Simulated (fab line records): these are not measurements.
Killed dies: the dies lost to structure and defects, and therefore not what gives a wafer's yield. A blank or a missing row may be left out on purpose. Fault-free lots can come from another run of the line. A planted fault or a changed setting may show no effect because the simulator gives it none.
Split-lot study :: flow n5Finfet :: 7 lots, 21 wafers read, on a route of 1938 steps

## ON THE SPLIT
At N5_BEOL_M1_ILD_DEP_00 (deposits SiOC from DEMS/O2, target thk 79 nm, time 15.3 s), the setting timeS was moved away from the recipe's 15.3 s on 4 of the 21 wafers read, by -4.0% to +10.8%. For the rest of the wafers, this setting stayed at what the recipe calls for.

Between the split and the reading, the file records no step.

## THE READING
Values of M1_ILD_THK in nm from N5_BEOL_M1_THK_MEAS_01. On this fab line, fault-free wafers typically give 79.0 nm with a standard deviation of 1.3 nm.

wafer: L075.1
tool, chamber at the split: pecvd-03, 0
timeS as run, s: 15.3
against the recipe: recipe
M1_ILD_THK, nm: 78.4
against lot-mates on the recipe: -

wafer: L075.5
tool, chamber at the split: pecvd-03, 0
timeS as run, s: 15.3
against the recipe: recipe
M1_ILD_THK, nm: 79.3
against lot-mates on the recipe: -

wafer: L075.6
tool, chamber at the split: pecvd-03, 1
timeS as run, s: 15.3
against the recipe: recipe
M1_ILD_THK, nm: 76.9
against lot-mates on the recipe: -

wafer: L077.3
tool, chamber at the split: pecvd-02, 2
timeS as run, s: 15.3
against the recipe: recipe
M1_ILD_THK, nm: 77.2
against lot-mates on the recipe: -

wafer: L077.5
tool, chamber at the split: pecvd-02, 1
timeS as run, s: 15.3
against the recipe: recipe
M1_ILD_THK, nm: 78.9
against lot-mates on the recipe: -

wafer: L077.6
tool, chamber at the split: pecvd-02, 2
timeS as run, s: 16.95
against the recipe: +10.8%
M1_ILD_THK, nm: 87.7
against lot-mates on the recipe: +9.6

wafer: L080.1
tool, chamber at the split: pecvd-03, 0,1
timeS as run, s: 15.3
against the recipe: recipe
M1_ILD_THK, nm: 79.5
against lot-mates on the recipe: -

wafer: L080.5
tool, chamber at the split: pecvd-03, 0,1
timeS as run, s: 15.3
against the recipe: recipe
M1_ILD_THK, nm: 79.4
against lot-mates on the recipe: -

wafer: L080.6
tool, chamber at the split: pecvd-03, 0
timeS as run, s: 15.3
against the recipe: recipe
M1_ILD_THK, nm: 79.6
against lot-mates on the recipe: -

wafer: L084.2
tool, chamber at the split: pecvd-03, 2
timeS as run, s: 15.93
against the recipe: +4.1%
M1_ILD_THK, nm: 82.6
against lot-mates on the recipe: +2.9

wafer: L084.3
tool, chamber at the split: pecvd-03, 1
timeS as run, s: 15.3
against the recipe: recipe
M1_ILD_THK, nm: 79.4
against lot-mates on the recipe: -

wafer: L084.5
tool, chamber at the split: pecvd-03, 1
timeS as run, s: 15.3
against the recipe: recipe
M1_ILD_THK, nm: 80.0
against lot-mates on the recipe: -

wafer: L085.1
tool, chamber at the split: pecvd-03, 0,2
timeS as run, s: 15.3
against the recipe: recipe
M1_ILD_THK, nm: 79.2
against lot-mates on the recipe: -

wafer: L085.2
tool, chamber at the split: pecvd-03, 2
timeS as run, s: 15.3
against the recipe: recipe
M1_ILD_THK, nm: 78.4
against lot-mates on the recipe: -

wafer: L085.6
tool, chamber at the split: pecvd-03, 0,2
timeS as run, s: 15.3
against the recipe: recipe
M1_ILD_THK, nm: 79.3
against lot-mates on the recipe: -

wafer: L089.3
tool, chamber at the split: pecvd-04, 0
timeS as run, s: 14.69
against the recipe: -4.0%
M1_ILD_THK, nm: 75.4
against lot-mates on the recipe: -2.4

wafer: L089.5
tool, chamber at the split: pecvd-04, 2
timeS as run, s: 15.3
against the recipe: recipe
M1_ILD_THK, nm: 77.8
against lot-mates on the recipe: -

wafer: L089.6
tool, chamber at the split: pecvd-04, 1
timeS as run, s: 14.69
against the recipe: -4.0%
M1_ILD_THK, nm: 78.7
against lot-mates on the recipe: +0.9

wafer: L097.1
tool, chamber at the split: pecvd-04, 1
timeS as run, s: 15.3
against the recipe: recipe
M1_ILD_THK, nm: 80.2
against lot-mates on the recipe: -

wafer: L097.2
tool, chamber at the split: pecvd-04, 2
timeS as run, s: 15.3
against the recipe: recipe
M1_ILD_THK, nm: 78.1
against lot-mates on the recipe: -

wafer: L097.6
tool, chamber at the split: pecvd-04, 0
timeS as run, s: 15.3
against the recipe: recipe
M1_ILD_THK, nm: 80.0
against lot-mates on the recipe: -
When a row names more than one chamber, that row covers several wafers, and the file does not tell which wafer ran in which chamber.

FIT RESULTS
A straight line over all 21 wafers: M1_ILD_THK changes by +0.749 nm for each +1% of timeS; r = +0.89; the points scatter about the line by 1.1 nm.
The same after taking each lot's own level away (the mean of its wafers on the recipe; 21 wafers): +0.727 nm for each +1%; r = +0.88; scatter 1.1 nm.
Per that fit: largest timeS move, reading shift of 7.8 nm.
The lots' own levels span 77.80 to 79.70 nm, that is 1.5 times the standard deviation above.
Consequently the slope shifts little with the lot-to-lot level, the two slopes agreeing.
Check: for one of the wafers moved furthest among these (+10.8%), held out of the fit, the line's prediction against its lot-mates is +4.23 nm. Against them it came out at +9.65 nm.

## THE OTHER SPLITS THESE WAFERS WENT THROUGH
Note: prior to the reading, these wafers also went through further splits. Each is held against what the fit with the lots' levels taken away leaves over:
other split on the same wafers: N5_SD_EPI_P_ETCH_16 targetDepthA
wafers away from the commonest value: 5
r with M1_ILD_THK (lot level and that fit taken away): +0.18

other split on the same wafers: N5_SD_EPI_P_EPI_21 tempC
wafers away from the commonest value: 7
r with M1_ILD_THK (lot level and that fit taken away): -0.14

other split on the same wafers: N5_HKMG_FIN_ETCH_54 sourceW
wafers away from the commonest value: 6
r with M1_ILD_THK (lot level and that fit taken away): +0.20

other split on the same wafers: N5_HKMG_FIN_ETCH_55 timeS
wafers away from the commonest value: 8
r with M1_ILD_THK (lot level and that fit taken away): +0.06

other split on the same wafers: N5_GATE_CUT_COAT_27 spinRpm
wafers away from the commonest value: 6
r with M1_ILD_THK (lot level and that fit taken away): +0.03

other split on the same wafers: N5_GATE_CUT_DESCUM_18 timeS
wafers away from the commonest value: 6
r with M1_ILD_THK (lot level and that fit taken away): +0.07

other split on the same wafers: N5_MOL_CONTACT_COAG_ALD_27 aldCycles
wafers away from the commonest value: 4
r with M1_ILD_THK (lot level and that fit taken away): +0.00

other split on the same wafers: N5_MOL_CONTACT_COAG_ETCHBACK_136 targetDepthA
wafers away from the commonest value: 3
r with M1_ILD_THK (lot level and that fit taken away): +0.10

other split on the same wafers: N5_MOL_CONTACT_COAG_CVD_140 targetThkA
wafers away from the commonest value: 9
r with M1_ILD_THK (lot level and that fit taken away): +0.41

other split on the same wafers: N5_BEOL_M0_ETCH_138 sourceW
wafers away from the commonest value: 4
r with M1_ILD_THK (lot level and that fit taken away): -0.39

other split on the same wafers: N5_BEOL_M0_ETCH_109 biasW
wafers away from the commonest value: 6
r with M1_ILD_THK (lot level and that fit taken away): +0.33

## THE WHOLE CHAIN: every reading that the file lists as answering this split, in the file's order
step: N5_BEOL_M1_ILD_DEP_00
what it does: deposits SiOC from DEMS/O2, target thk 79 nm, time 15.3 s
reading: SiOC_of_BEOL_M1_ILD_DEP_00.thkNm (the simulator's own value, which no gauge read)
change (the file's fit): +0.773 nm for each +1% of the setting
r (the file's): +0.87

step: N5_BEOL_M1_THK_MEAS_01
what it does: 
reading: M1_ILD_THK
change (the file's fit): +0.799 for each +1% of the setting
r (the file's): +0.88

## THE FILE'S OWN FIT
M1_ILD_THK changes by +0.799 nm for each +1% of timeS, r = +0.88.
